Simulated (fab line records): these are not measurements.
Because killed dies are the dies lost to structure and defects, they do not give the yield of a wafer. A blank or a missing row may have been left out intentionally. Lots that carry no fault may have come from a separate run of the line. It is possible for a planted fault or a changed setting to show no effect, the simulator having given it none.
Chamber matching :: flow n5Finfet :: N5_HKMG_FIN_ETCH_31 on rieDiel-05 has 4 sister chambers
The step etches SiARC in CF4, target depth 45.5 nm, time 75.8 s. 8 wafers are shown with their chamber, then 7 later ones without.

WAFERS, EACH WITH ITS CHAMBER
wafer: L074.5
chamber: 3
drypumpMotorCurrentA (A): 5.3
throttleValvePct (%): 15.35

wafer: L082.5
chamber: 3
drypumpMotorCurrentA (A): 5.3
throttleValvePct (%): 15.36

wafer: L082.6
chamber: 0
drypumpMotorCurrentA (A): 6.4
throttleValvePct (%): 16.10

wafer: L084.2
chamber: 2
drypumpMotorCurrentA (A): 5.9
throttleValvePct (%): 15.14

wafer: L084.3
chamber: 1
drypumpMotorCurrentA (A): 5.2
throttleValvePct (%): 15.45

wafer: L084.6
chamber: 0
drypumpMotorCurrentA (A): 6.4
throttleValvePct (%): 16.10

wafer: L088.3
chamber: 1
drypumpMotorCurrentA (A): 5.2
throttleValvePct (%): 15.45

wafer: L088.4
chamber: 2
drypumpMotorCurrentA (A): 5.8
throttleValvePct (%): 15.15

WAFERS WITH NO CHAMBER GIVEN
wafer: L088.5
drypumpMotorCurrentA (A): 6.4
throttleValvePct (%): 16.14

wafer: L094.1
drypumpMotorCurrentA (A): 5.1
throttleValvePct (%): 15.46

wafer: L094.4
drypumpMotorCurrentA (A): 5.8
throttleValvePct (%): 15.19

wafer: L094.6
drypumpMotorCurrentA (A): 5.2
throttleValvePct (%): 15.47

wafer: L096.3
drypumpMotorCurrentA (A): 5.8
throttleValvePct (%): 15.19

wafer: L096.4
drypumpMotorCurrentA (A): 5.8
throttleValvePct (%): 15.19

wafer: L096.5
drypumpMotorCurrentA (A): 5.1
throttleValvePct (%): 15.48

THE CHAMBER EACH PASSED THROUGH
wafer: L088.5
from the rows above: 0
in truth: 0

wafer: L094.1
from the rows above: 1
in truth: 1

wafer: L094.4
from the rows above: 2
in truth: 2

wafer: L094.6
from the rows above: 1
in truth: 1

wafer: L096.3
from the rows above: 2
in truth: 2

wafer: L096.4
from the rows above: 2
in truth: 2

wafer: L096.5
from the rows above: 1
in truth: 1
Correctly placed: 7 of 7. From these rows, 0 cannot be placed. Wrongly placed: 0.
How it was worked out, from the rows above alone: a wafer's distance from a chamber is the root of the sum, over the readings, of the square of ((its reading less the chamber's mean) divided by the reading's scatter). The wafer belongs to the nearest chamber; if the next one is less than 2 further off, it can't be placed. A chamber's mean is the mean of its shown wafers. The scatter: take each reading less its chamber's mean, square it, sum over the shown wafers, divide by the number of wafers less the number of chambers, and take the root.
